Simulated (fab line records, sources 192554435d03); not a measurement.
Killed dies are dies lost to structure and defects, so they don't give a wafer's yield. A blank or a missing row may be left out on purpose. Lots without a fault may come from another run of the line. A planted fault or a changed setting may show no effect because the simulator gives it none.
Split-lot experiment | flow n5_finfet | 7 lots, 21 wafers read, on a route of 1938 steps

THE SPLIT
At N5_BEOL_M6_DEP_56 (deposits SiCN from 3MS/NH3, target thk 10 nm, time 17.5 s), the setting time_s was moved away from the recipe's 17.5 s on 4 of the 21 wafers read, by -12.5% to +12.1%. The other wafers ran this setting at the recipe's value.

The reading is taken at the split's own step.

THE READING
SiCN_of_BEOL_M6_DEP_56.thk_nm (the simulator's own value, which no gauge read), in nm, at N5_BEOL_M6_DEP_56 (deposits SiCN from 3MS/NH3, target thk 10 nm, time 17.5 s). The file gives no usual value for it. The 17 wafers here that ran the recipe average 10.0 nm, standard deviation 0.21 nm.

wafer  | tool, chamber at the split | time_s as run, s | against the recipe | SiCN_of_BEOL_M6_DEP_56.thk_nm, nm | against lot-mates on the recipe
L075.1 | pecvd-01, 0                | 17.5             | recipe             | 9.8                               | -
L075.3 | pecvd-01, 1                | 17.5             | recipe             | 10.2                              | -
L075.6 | pecvd-01, 1                | 15.37            | -12.2%             | 8.8                               | -1.2
L077.1 | pecvd-04, 0                | 17.5             | recipe             | 10.2                              | -
L077.2 | pecvd-04, 2                | 17.5             | recipe             | 10                                | -
L077.5 | pecvd-04, 1                | 17.5             | recipe             | 10.4                              | -
L080.4 | pecvd-01, 1,0              | 17.5             | recipe             | 10                                | -
L080.5 | pecvd-01, 1,0              | 17.5             | recipe             | 10                                | -
L080.6 | pecvd-01, 1                | 17.5             | recipe             | 10.2                              | -
L082.1 | pecvd-04, 1                | 18.34            | +4.8%              | 10.6                              | +0.7
L082.2 | pecvd-04, 0                | 17.5             | recipe             | 9.6                               | -
L082.4 | pecvd-04, 2                | 17.5             | recipe             | 10.2                              | -
L083.1 | pecvd-02, 2                | 15.31            | -12.5%             | 8.4                               | -1.4
L083.4 | pecvd-02, 0,1              | 17.5             | recipe             | 9.8                               | -
L083.6 | pecvd-02, 0,1              | 17.5             | recipe             | 9.8                               | -
L093.1 | pecvd-04, 0                | 17.5             | recipe             | 10                                | -
L093.3 | pecvd-04, 2                | 17.5             | recipe             | 10.2                              | -
L093.6 | pecvd-04, 2                | 17.5             | recipe             | 10.2                              | -
L097.2 | pecvd-01, 2,0              | 17.5             | recipe             | 9.8                               | -
L097.3 | pecvd-01, 2,0              | 17.5             | recipe             | 9.8                               | -
L097.4 | pecvd-01, 0                | 19.62            | +12.1%             | 11.2                              | +1.4
Where a row lists several chambers, the file gives one row for several wafers and doesn't say which wafer went through which chamber.

THE FIT
A straight line over all 21 wafers: SiCN_of_BEOL_M6_DEP_56.thk_nm changes by +0.11 nm for each +1% of time_s; r = +0.93; the points scatter about the line by 0.21 nm.
The same after taking each lot's own level away (the mean of its wafers on the recipe; 21 wafers): +0.111 nm for each +1%; r = +0.96; scatter 0.15 nm.
On that fit, the largest move of time_s shifts the reading by 1.4 nm.
The lots' own levels span 9.80 to 10.20 nm, that is 1.9 times the standard deviation above.
So the lot-to-lot level changes the slope little: the two slopes agree.
Check: with one of the wafers moved furthest among these (-12.5%) left out of the fit, the line predicts -1.35 nm for it against its lot-mates. It came out at -1.4 nm against them.

OTHER SPLITS ON THESE WAFERS
These wafers also went through other splits before the reading. Each is held against what the fit with the lots' levels taken away leaves over:
other split on the same wafers   | wafers away from the commonest value | r with SiCN_of_BEOL_M6_DEP_56.thk_nm (lot level and that fit taken away)
N5_BEOL_M0_CUTY_ETCH_63 time_s   | 5                                    | -0.08
N5_BEOL_M1_ILD_DEP_00 time_s     | 7                                    | +0.06
N5_BEOL_M2_ALD_98 ald_cycles     | 7                                    | -0.13
N5_BEOL_M3_EXPOSE_25 dose_mj     | 11                                   | +0.12
N5_BEOL_M3_ALD_98 ald_cycles     | 6                                    | +0.00
N5_BEOL_M5_COAT_05 spin_rpm      | 8                                    | +0.05
N5_BEOL_M5_ETCH_72 bias_w        | 10                                   | +0.06
N5_BEOL_M5_TRENCH_ETCH_37 bias_w | 11                                   | +0.10
N5_BEOL_M5_ETCH_41 source_w      | 7                                    | -0.38

THE FILE'S OWN FIT
SiCN_of_BEOL_M6_DEP_56.thk_nm changes by +0.111 nm for each +1% of time_s, r = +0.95.
